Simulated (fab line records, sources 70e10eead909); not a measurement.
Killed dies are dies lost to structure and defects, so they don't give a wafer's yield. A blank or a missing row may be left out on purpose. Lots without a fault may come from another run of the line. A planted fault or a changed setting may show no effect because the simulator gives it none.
Which tool did it? | flow nand_harc | 11 lots, 33 wafers sampled, at 6 steps of a route of 1159

WHAT THE GAUGES READ, wafer by wafer
NHARC_A_CHANNEL_HOLE_D1_INSPECT_40.
lot  | measured     | on                | raw_defect_count
L075 | day 9 01:09  | defect_inspect-02 | 46 31 38
L078 | day 9 12:28  | defect_inspect-01 | 47 61 65
L079 | day 9 19:44  | defect_inspect-01 | 58 50 48
L081 | day 10 13:46 | defect_inspect-01 | 54 75 71
L084 | day 11 02:30 | defect_inspect-01 | 41 43 46
L088 | day 11 18:47 | defect_inspect-02 | 61 64 72
L085 | day 12 02:28 | defect_inspect-01 | 82 59 65
L089 | day 12 12:45 | defect_inspect-01 | 51 76 49
L092 | day 12 19:17 | defect_inspect-02 | 64 60 59
L093 | day 13 00:28 | defect_inspect-02 | 69 46 56
L096 | day 13 19:46 | defect_inspect-01 | 47 53 70

WHICH TOOL RAN EACH LOT (tool, then ch and the chambers of the sampled wafers, then the start)
lot  | NHARC_A_ZERO_WELL_DESCUM_12        | NHARC_A_CHANNEL_HOLE_D1_ETCH_20  | NHARC_A_CHANNEL_HOLE_D1_ETCH_21  | NHARC_A_CHANNEL_HOLE_D1_ETCH_26  | NHARC_A_CHANNEL_HOLE_D1_XSEM_31
L075 | rie_diel-11 ch 1,2,3, day 6 22:46  | har_etch-02 ch 0,1, day 8 19:35  | har_etch-02 ch 0,1, day 8 19:55  | har_etch-02 ch 0,1, day 8 23:13  | xsem-02 ch 0, day 9 01:03
L078 | rie_diel-05 ch 0,2,3, day 7 12:08  | har_etch-01 ch 0,1, day 9 06:53  | har_etch-01 ch 0,1, day 9 07:12  | har_etch-01 ch 0,1, day 9 10:33  | xsem-02 ch 0, day 9 12:23
L079 | rie_diel-11 ch 0,1,2, day 7 21:43  | har_etch-02 ch 0,1, day 9 14:07  | har_etch-02 ch 0,1, day 9 14:26  | har_etch-02 ch 0,1, day 9 17:47  | xsem-01 ch 0, day 9 19:38
L081 | rie_diel-11 ch 2,3, day 8 14:14    | har_etch-01 ch 0,1, day 10 08:11 | har_etch-01 ch 0,1, day 10 08:31 | har_etch-01 ch 0,1, day 10 11:50 | xsem-02 ch 0, day 10 13:38
L084 | rie_diel-05 ch 1,2,3, day 9 03:38  | har_etch-02 ch 0,1, day 10 20:58 | har_etch-02 ch 0,1, day 10 21:19 | har_etch-02 ch 0,1, day 11 00:35 | xsem-01 ch 0, day 11 02:24
L088 | rie_diel-10 ch 1,2,3, day 9 15:34  | har_etch-02 ch 0,1, day 11 13:10 | har_etch-02 ch 0,1, day 11 13:29 | har_etch-02 ch 0,1, day 11 16:51 | xsem-01 ch 0, day 11 18:41
L085 | rie_diel-05 ch 0,3, day 10 01:01   | har_etch-01 ch 0,1, day 11 20:58 | har_etch-01 ch 0,1, day 11 21:19 | har_etch-01 ch 0,1, day 12 00:36 | xsem-02 ch 0, day 12 02:23
L089 | rie_diel-10 ch 0,1,3, day 10 13:09 | har_etch-01 ch 0,1, day 12 07:07 | har_etch-01 ch 0,1, day 12 07:26 | har_etch-01 ch 0,1, day 12 10:48 | xsem-02 ch 0, day 12 12:39
L092 | rie_diel-05 ch 0,1,2, day 10 23:50 | har_etch-01 ch 0,1, day 12 13:44 | har_etch-01 ch 0,1, day 12 14:04 | har_etch-01 ch 0,1, day 12 17:23 | xsem-02 ch 0, day 12 19:11
L093 | rie_diel-05 ch 0,1,3, day 11 03:55 | har_etch-02 ch 0,1, day 12 18:56 | har_etch-02 ch 0,1, day 12 19:16 | har_etch-02 ch 0,1, day 12 22:35 | xsem-01 ch 0, day 13 00:22
L096 | rie_diel-05 ch 1,2,3, day 11 19:42 | har_etch-02 ch 0,1, day 13 14:11 | har_etch-02 ch 0,1, day 13 14:30 | har_etch-02 ch 0,1, day 13 17:51 | xsem-01 ch 0, day 13 19:41
- NHARC_A_ZERO_WELL_DESCUM_12: chemistry O2, time 3 s.
- NHARC_A_CHANNEL_HOLE_D1_ETCH_20: etches the open film in C4F8/O2/Ar, time 361.9 s, target depth 1600 nm.
- NHARC_A_CHANNEL_HOLE_D1_ETCH_21: etches the open film in C4F8/O2/Ar, time 514.3 s, target depth 1600 nm.
- NHARC_A_CHANNEL_HOLE_D1_ETCH_26: etches the open film in C4F8/O2/Ar, time 224.1 s, target depth 300 nm.
- NHARC_A_CHANNEL_HOLE_D1_XSEM_31

THE ANSWER, worked out from the rows above alone
Rule: what is usual is taken from the lots themselves. Put in order of their means at a reading, lots are off if they are a third of the lots or fewer, leave a main group of 4 or more, and stand apart from it by a gap of 3 or more times the standard deviation of the main group's means; of several such gaps the widest counts. A main group whose means are all the same, to the digits that the tables above print for the reading, isn't used. A lot without any number at a reading at which 4 lots or more have one is off too. The other lots that the step has rows for count as sound.
No lot is off at any reading shown: from this, nothing can be told.

WHAT THE SIMULATOR HAD PUT IN
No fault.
